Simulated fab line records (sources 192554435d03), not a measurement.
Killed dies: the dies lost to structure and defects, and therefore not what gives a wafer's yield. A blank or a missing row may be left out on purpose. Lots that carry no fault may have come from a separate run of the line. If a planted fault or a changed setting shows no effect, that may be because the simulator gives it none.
What tool caused it?	flow n5Finfet	11 lots, 33 wafers sampled, at 3 steps of a route of 1938

## WHAT THE GAUGES SHOWED, per wafer
N5_MIM_TOP_LITHO_OVL_MEAS_11. Usual: MIM_TOP_OVL gives 2 nm (standard deviation 5.9).
lot	measured	on	MIM_TOP_OVL (nm)	flag
L886	day 11 12:43	overlay-02	4 -5 8	
L888	day 12 07:02	overlay-01	10 -5 4	
L890	day 12 17:26	overlay-01	9 6 6	
L893	day 13 11:53	overlay-02	-1 -2 5	
L896	day 14 02:07	overlay-01	-5 -1 -5	
L901	day 16 08:22	overlay-01	0 -3 -3	
L900	day 16 12:04	overlay-02	8 8 9	
L903	day 16 15:11	overlay-02	-3 -1 3	
L902	day 16 20:48	overlay-01	1 4 11	
L906	day 17 10:19	overlay-02	-5 -2 -4	
L909	day 18 15:41	overlay-02	-1 -1 7	

## WHICH TOOL RAN EACH LOT (tool, then ch and the chambers of the sampled wafers, then the start)
lot	N5_MIM_TOP_ALD_00	N5_MIM_TOP_DEGAS_04
L886	aldHk-02 ch 1,2, day 11 11:09	pvdSputter-01, day 11 12:15
L888	aldHk-01 ch 1,3, day 12 02:35	pvdSputter-03, day 12 06:19
L890	aldHk-01 ch 0,3, day 12 14:11	pvdSputter-01, day 12 16:59
L893	aldHk-03 ch 0,1,2, day 13 10:48	pvdSputter-01, day 13 11:19
L896	aldHk-02 ch 1,2,3, day 14 00:50	pvdSputter-03, day 14 01:29
L901	aldHk-03 ch 0,1, day 16 05:01	pvdSputter-01, day 16 07:55
L900	aldHk-02 ch 1,2,3, day 16 08:58	pvdSputter-03, day 16 11:37
L903	aldHk-03 ch 0,3, day 16 12:08	pvdSputter-02, day 16 14:36
L902	aldHk-03 ch 0,2, day 16 17:58	pvdSputter-03, day 16 20:20
L906	aldHk-02 ch 0,2,3, day 17 08:19	pvdSputter-01, day 17 09:44
L909	aldHk-02 ch 2,3, day 18 13:14	pvdSputter-02, day 18 15:13
- N5_MIM_TOP_ALD_00: deposits Al2O3, purge time 3 s, co reactant pulse time 3 s.
- N5_MIM_TOP_DEGAS_04: time 60 s.

## AS READ BY THE TOOLS THEMSELVES (means over the sampled wafers that have a number; for cases with no such wafer, the mark the record gives instead)
N5_MIM_TOP_ALD_00. Usual: 1.000 for precursorPulseHeightRel, sd 0.019.
lot	tool	precursorPulseHeightRel	flag
L886	aldHk-02	0.997	
L888	aldHk-01	1.011	
L890	aldHk-01	0.995	
L893	aldHk-03	1.001	
L896	aldHk-02	0.995	
L901	aldHk-03	1.009	
L900	aldHk-02	0.993	
L903	aldHk-03	1.019	
L902	aldHk-03	1.009	
L906	aldHk-02	1.033	
L909	aldHk-02	0.997	

N5_MIM_TOP_DEGAS_04. Usual: 453 W for heaterPowerW, sd 37.
lot	tool	heaterPowerW (W)	flag
L886	pvdSputter-01	433	
L888	pvdSputter-03	448	
L890	pvdSputter-01	426	
L893	pvdSputter-01	428	
L896	pvdSputter-03	448	
L901	pvdSputter-01	448	
L900	pvdSputter-03	477	
L903	pvdSputter-02	472	
L902	pvdSputter-03	452	
L906	pvdSputter-01	449	
L909	pvdSputter-02	480	

## THE ANSWER, worked out from the rows above alone
Rule: take the mean of a lot's wafers that have a number; if it is more than 3 standard deviations from the usual mean, the lot is off. Also off: a lot with no number at a reading for which 4 or more lots have one. All remaining lots with rows at the step are treated as sound. The gauges are gone through in route order, then the tools' own readings, and for those a lot's mean is taken as printed above. At the first step where some lot is off, the reading lying furthest off is the one used; lots without a number count as furthest.
No lot is off at any reading shown: from this, nothing can be told.

## WHAT THE SIMULATOR HAD INSERTED
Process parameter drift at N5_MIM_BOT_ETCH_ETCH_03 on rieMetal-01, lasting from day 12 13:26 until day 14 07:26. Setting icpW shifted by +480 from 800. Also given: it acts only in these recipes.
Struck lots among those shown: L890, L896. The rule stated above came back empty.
